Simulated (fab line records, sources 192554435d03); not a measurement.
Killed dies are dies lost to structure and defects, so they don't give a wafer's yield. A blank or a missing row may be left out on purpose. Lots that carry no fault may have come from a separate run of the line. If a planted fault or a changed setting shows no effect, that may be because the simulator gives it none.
Chamber matching	flow n5_finfet	N5_BEOL_M10_CURE_71 on uv_cure-01 has 3 sister chambers
The step cures SiCOH lowk, time 240 s. 6 wafers are shown with their chamber, then 8 later ones without.

EACH WAFER AND ITS CHAMBER
wafer	chamber	wafer_temp_C_max	lamp_power_pct (%)
L078.2	0	386.8	52.34
L078.6	0	386.5	52.34
L090.5	2	385.2	52.42
L091.2	1	387.6	52.35
L091.4	1	388.2	52.36
L095.1	2	386.2	52.35

WAFERS MISSING THEIR CHAMBER
wafer	wafer_temp_C_max	lamp_power_pct (%)
L095.4	386.1	52.34
L095.5	386.3	52.31
L097.1	387.3	52.36
L097.2	386.8	52.27
L097.6	387.4	52.28
L097.3	387.8	52.29
L097.4	387.1	52.34
L097.5	388.1	52.26

WHICH CHAMBER EACH ONE RAN IN
wafer	from the rows above	in truth
L095.4	can't be placed: 0 or 2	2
L095.5	can't be placed: 0 or 2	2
L097.1	can't be placed: 1 or 0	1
L097.2	can't be placed: 0 or 1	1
L097.6	can't be placed: 0 or 1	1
L097.3	can't be placed: 1 or 0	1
L097.4	can't be placed: 0 or 1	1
L097.5	can't be placed: 1 or 0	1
Placed correctly: 0 of 8. These rows do not allow placing 8 (true chamber among the candidates in 8). Wrongly placed: 0.
How it was worked out, from the rows above alone: a wafer's distance from a chamber is the root of the sum, over the readings, of the square of ((its reading less the chamber's mean) divided by the reading's scatter). The wafer belongs to the nearest chamber; if the next one is less than 2 further off, it can't be placed. The mean given for a chamber averages the wafers shown for that chamber. How the scatter is found: for the shown wafers, subtract from each reading the mean of its chamber, square and add these, divide the total by (wafers less chambers), then take the root.
